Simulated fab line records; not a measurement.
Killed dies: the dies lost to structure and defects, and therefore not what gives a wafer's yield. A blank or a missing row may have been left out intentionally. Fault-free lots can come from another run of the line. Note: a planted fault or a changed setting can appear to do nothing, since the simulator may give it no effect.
Chamber matching / flow nand harc / pecvd-02 running NHARC_A_M1_PRE_CLEAN_32: 3 sister chambers
The step time 12 s. 6 wafers are shown with their chamber, then 9 later ones without.

WAFERS PAIRED WITH THEIR CHAMBERS
wafer=L081.2; chamber=0; heater power w (W)=582; susceptor temp C (C)=370.02
wafer=L083.3; chamber=1; heater power w (W)=742; susceptor temp C (C)=370.01
wafer=L083.6; chamber=2; heater power w (W)=545; susceptor temp C (C)=370.05
wafer=L085.1; chamber=1; heater power w (W)=726; susceptor temp C (C)=370.09
wafer=L085.2; chamber=2; heater power w (W)=662; susceptor temp C (C)=370.34
wafer=L085.3; chamber=0; heater power w (W)=560; susceptor temp C (C)=370.40

WAFERS WITHOUT THEIR CHAMBER
wafer=L088.1; heater power w (W)=572; susceptor temp C (C)=370.47
wafer=L088.2; heater power w (W)=557; susceptor temp C (C)=369.69
wafer=L088.3; heater power w (W)=725; susceptor temp C (C)=370.09
wafer=L089.1; heater power w (W)=541; susceptor temp C (C)=370.13
wafer=L089.3; heater power w (W)=597; susceptor temp C (C)=369.61
wafer=L089.5; heater power w (W)=565; susceptor temp C (C)=369.93
wafer=L095.1; heater power w (W)=594; susceptor temp C (C)=370.21
wafer=L095.2; heater power w (W)=669; susceptor temp C (C)=370.15
wafer=L095.3; heater power w (W)=570; susceptor temp C (C)=369.66

WHICH CHAMBER EACH ONE RAN IN
wafer=L088.1; from the rows above=can't be placed: 0 or 2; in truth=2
wafer=L088.2; from the rows above=can't be placed: 0 or 2 or 1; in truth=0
wafer=L088.3; from the rows above=1; in truth=1
wafer=L089.1; from the rows above=can't be placed: 0 or 2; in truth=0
wafer=L089.3; from the rows above=can't be placed: 2 or 0 or 1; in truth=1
wafer=L089.5; from the rows above=can't be placed: 0 or 2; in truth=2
wafer=L095.1; from the rows above=can't be placed: 2 or 0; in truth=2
wafer=L095.2; from the rows above=can't be placed: 2 or 1 or 0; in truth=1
wafer=L095.3; from the rows above=can't be placed: 0 or 2 or 1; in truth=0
Placed correctly: 1 of 9. These rows do not allow placing 8 (true chamber among the candidates in 8). Number placed wrongly: 0.
How it was worked out, from the rows above alone: a wafer's distance from a chamber is the root of the sum, over the readings, of the square of ((its reading less the chamber's mean) divided by the reading's scatter). The wafer belongs to the nearest chamber; if the next one is less than 2 further off, it can't be placed. A chamber's mean is the mean of its shown wafers. How the scatter is found: for the shown wafers, subtract from each reading the mean of its chamber, square and add these, divide the total by (wafers less chambers), then take the root.
